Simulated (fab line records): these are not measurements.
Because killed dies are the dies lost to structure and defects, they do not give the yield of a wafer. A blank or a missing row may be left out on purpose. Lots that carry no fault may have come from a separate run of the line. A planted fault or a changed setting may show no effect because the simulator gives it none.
Lot-split experiment | flow n5_finfet | 7 lots, 21 wafers read, on a route of 1938 steps

== ON THE SPLIT ==
At N5_ZERO_LAYER_COAT_05 (resist thk 1000 nm), the setting spin_rpm was moved away from the recipe's 1500 rpm on 5 of the 21 wafers read, by -9.7% to +10.4%. This setting was run at the recipe's value on the other wafers.

== FROM THE SPLIT TO THE READING: what the file shows between them, 4 steps ==
- N5_ZERO_LAYER_EXPOSE_08: exposes mask ZERO, defocus 0 nm, target cd 2000 nm (also split here: dose_mj)
- N5_ZERO_LAYER_PEB_09
- N5_ZERO_LAYER_DEVELOP_10: develop time 60 s
- N5_ZERO_LAYER_DESCUM_16: chemistry O2, time 7.9 s

== THE READING ==
coat_of_ZERO_LAYER_COAT_05.thk_nm (the simulator's own value, which no gauge read), in nm, at N5_ZERO_LAYER_ETCH_17 (etches SiO2 in CF4, target depth 12 nm, time 13.3 s). There is no usual value for it anywhere in the file. Across the 16 wafers here that went through the recipe, the average is 971.8 nm and the standard deviation 2.4 nm.

wafer  | tool, chamber at the split | spin_rpm as run, rpm | against the recipe | coat_of_ZERO_LAYER_COAT_05.thk_nm, nm | against lot-mates on the recipe
L074.1 | litho_track-05, 0          | 1355                 | -9.7%              | 1027                                  | +52.8
L074.3 | litho_track-05, 0          | 1500                 | recipe             | 975.8                                 | -
L074.6 | litho_track-05, 0          | 1500                 | recipe             | 972.6                                 | -
L080.2 | litho_track-05, 0          | 1500                 | recipe             | 970.3                                 | -
L080.3 | litho_track-05, 0          | 1500                 | recipe             | 973.2                                 | -
L080.5 | litho_track-05, 0          | 1500                 | recipe             | 973.3                                 | -
L089.2 | litho_track-04, 0          | 1500                 | recipe             | 973.6                                 | -
L089.4 | litho_track-04, 0          | 1500                 | recipe             | 968.7                                 | -
L089.6 | litho_track-04, 0          | 1500                 | recipe             | 973.5                                 | -
L091.3 | litho_track-03, 0          | 1500                 | recipe             | 970.3                                 | -
L091.4 | litho_track-03, 0          | 1500                 | recipe             | 971.2                                 | -
L091.5 | litho_track-03, 0          | 1500                 | recipe             | 970.6                                 | -
L092.3 | litho_track-04, 0          | 1500                 | recipe             | 977.2                                 | -
L092.4 | litho_track-04, 0          | 1656                 | +10.4%             | 926.1                                 | -51.1
L092.6 | litho_track-04, 0          | 1656                 | +10.4%             | 921.9                                 | -55.3
L093.1 | litho_track-04, 0          | 1500                 | recipe             | 968.8                                 | -
L093.4 | litho_track-04, 0          | 1500                 | recipe             | 971.2                                 | -
L093.5 | litho_track-04, 0          | 1500                 | recipe             | 968.7                                 | -
L097.1 | litho_track-04, 0          | 1396                 | -6.9%              | 1007                                  | +37.4
L097.4 | litho_track-04, 0          | 1500                 | recipe             | 969.6                                 | -
L097.5 | litho_track-04, 0          | 1396                 | -6.9%              | 1004                                  | +34.4

FIT RESULTS
A straight line over all 21 wafers: coat_of_ZERO_LAYER_COAT_05.thk_nm changes by -4.91 nm for each +1% of spin_rpm; r = -0.99; the points scatter about the line by 3.1 nm.
The same after taking each lot's own level away (the mean of its wafers on the recipe; 21 wafers): -5.21 nm for each +1%; r = -1.00; scatter 1.6 nm.
That fit puts the effect of the largest move of spin_rpm on the reading at 54 nm.
The span of the lots' own levels, 969.57 to 977.20 nm, comes to 3.1 times the standard deviation stated above.
So the lot-to-lot level changes the slope little: the two slopes agree.
Check: for one of the wafers moved furthest among these (+10.4%), held out of the fit, the line's prediction against its lot-mates is -55.3 nm. It came out at -51.1 nm against them.

== OTHER SPLITS APPLIED TO THESE WAFERS ==
These wafers also went through other splits before the reading. Each is held against what the fit with the lots' levels taken away leaves over:
other split on the same wafers  | wafers away from the commonest value | r with coat_of_ZERO_LAYER_COAT_05.thk_nm (lot level and that fit taken away)
N5_ZERO_LAYER_EXPOSE_08 dose_mj | 7                                    | -0.22

== THE WHOLE CHAIN: every reading that the file lists as answering this split, in the file's order ==
step                   | what it does                                        | reading                                                                            | change (the file's fit)              | r (the file's)
N5_ZERO_LAYER_COAT_05  | resist thk 1000 nm                                  | coat_of_ZERO_LAYER_COAT_05.thk_nm (the simulator's own value, which no gauge read) | -5.24 nm for each +1% of the setting | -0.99
N5_ZERO_LAYER_ETCH_17  | etches SiO2 in CF4, target depth 12 nm, time 13.3 s | coat_of_ZERO_LAYER_COAT_05.thk_nm (the simulator's own value, which no gauge read) | -5.26 nm for each +1% of the setting | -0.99
N5_ZERO_LAYER_STRIP_24 | strips in O2                                        | strip_time_to_endpoint_s                                                           | withheld for each +1% of the setting | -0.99

== THE FILE'S OWN FIT ==
coat_of_ZERO_LAYER_COAT_05.thk_nm changes by -5.26 nm for each +1% of spin_rpm, r = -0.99.
